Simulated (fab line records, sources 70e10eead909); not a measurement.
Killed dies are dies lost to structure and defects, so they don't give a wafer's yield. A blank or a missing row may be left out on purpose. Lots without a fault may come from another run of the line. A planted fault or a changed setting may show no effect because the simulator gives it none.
Which tool did it? | flow nand_harc | 14 lots, 42 wafers sampled, at 2 steps of a route of 1302

WHAT THE GAUGES READ, wafer by wafer
NHARC_A_START_INSPECT_01.
lot  | measured     | on                | raw_defect_count
L652 | day 6 19:52  | defect_inspect-01 | 3 2 2
L654 | day 7 09:11  | defect_inspect-01 | 8 5 4
L655 | day 8 00:43  | defect_inspect-02 | 4 7 7
L656 | day 8 01:41  | defect_inspect-01 | 2 7 6
L657 | day 8 14:06  | defect_inspect-01 | 5 6 6
L658 | day 9 04:26  | defect_inspect-01 | 2 3 6
L663 | day 11 02:57 | defect_inspect-01 | 5 4 5
L664 | day 11 15:26 | defect_inspect-02 | 4 1 5
L665 | day 12 00:45 | defect_inspect-02 | 5 7 7
L669 | day 14 00:05 | defect_inspect-01 | 5 1 4
L671 | day 14 17:48 | defect_inspect-02 | 7 3 2
L672 | day 15 05:15 | defect_inspect-02 | 4 3 4
L674 | day 15 22:05 | defect_inspect-01 | 1 1 2
L675 | day 16 09:16 | defect_inspect-01 | 3 5 6

NHARC_A_ONON_D1_THK_MEAS_34: measures by ellipsometry.
lot  | measured     | on            | thk_nm (nm)
L652 | day 8 07:01  | film_metro-02 | 203.7 201.9 202.9
L654 | day 8 21:49  | film_metro-02 | 198.4 201.9 208.3
L655 | day 9 12:22  | film_metro-01 | 198.3 199.0 202.5
L656 | day 9 12:29  | film_metro-02 | 196.3 194.9 200.3
L657 | day 10 07:06 | film_metro-01 | 199.8 201.3 204.7
L658 | day 10 18:07 | film_metro-02 | 203.2 204.0 201.9
L663 | day 12 18:32 | film_metro-01 | 199.5 198.7 200.8
L664 | day 13 03:42 | film_metro-02 | 196.2 197.2 199.9
L665 | day 13 12:42 | film_metro-02 | 197.6 198.5 203.3
L669 | day 15 15:51 | film_metro-01 | 196.3 200.3 199.5
L671 | day 16 08:58 | film_metro-01 | 204.4 201.1 200.5
L672 | day 16 20:52 | film_metro-01 | 197.3 201.7 198.0
L674 | day 17 20:52 | film_metro-02 | 200.3 196.9 204.2
L675 | day 17 20:51 | film_metro-01 | 197.0 195.8 202.8

WHICH TOOL RAN EACH LOT (tool, then ch and the chambers of the sampled wafers, then the start)
The record holds no process step before these readings.

WHAT THE TOOLS THEMSELVES READ (means of the sampled wafers that have a number; where no wafer has one, the mark that the record gives instead)
The record holds no such reading with a usual standard deviation.

THE ANSWER, worked out from the rows above alone
Rule: what is usual is taken from the lots themselves. Put in order of their means at a reading, lots are off if they are a third of the lots or fewer, leave a main group of 4 or more, and stand apart from it by a gap of 3 or more times the standard deviation of the main group's means; of several such gaps the widest counts. A main group whose means are all the same, to the digits that the tables above print for the reading, isn't used. A lot without any number at a reading at which 4 lots or more have one is off too. The other lots that the step has rows for count as sound. The gauges are gone through in route order, then the tools' own readings, and for those a lot's mean is taken as printed above. The first step at which some lot is off is used, and at that step the reading that is off furthest; a lot without a number counts as furthest.
No lot is off at any reading shown: from this, nothing can be told.

WHAT THE SIMULATOR HAD PUT IN
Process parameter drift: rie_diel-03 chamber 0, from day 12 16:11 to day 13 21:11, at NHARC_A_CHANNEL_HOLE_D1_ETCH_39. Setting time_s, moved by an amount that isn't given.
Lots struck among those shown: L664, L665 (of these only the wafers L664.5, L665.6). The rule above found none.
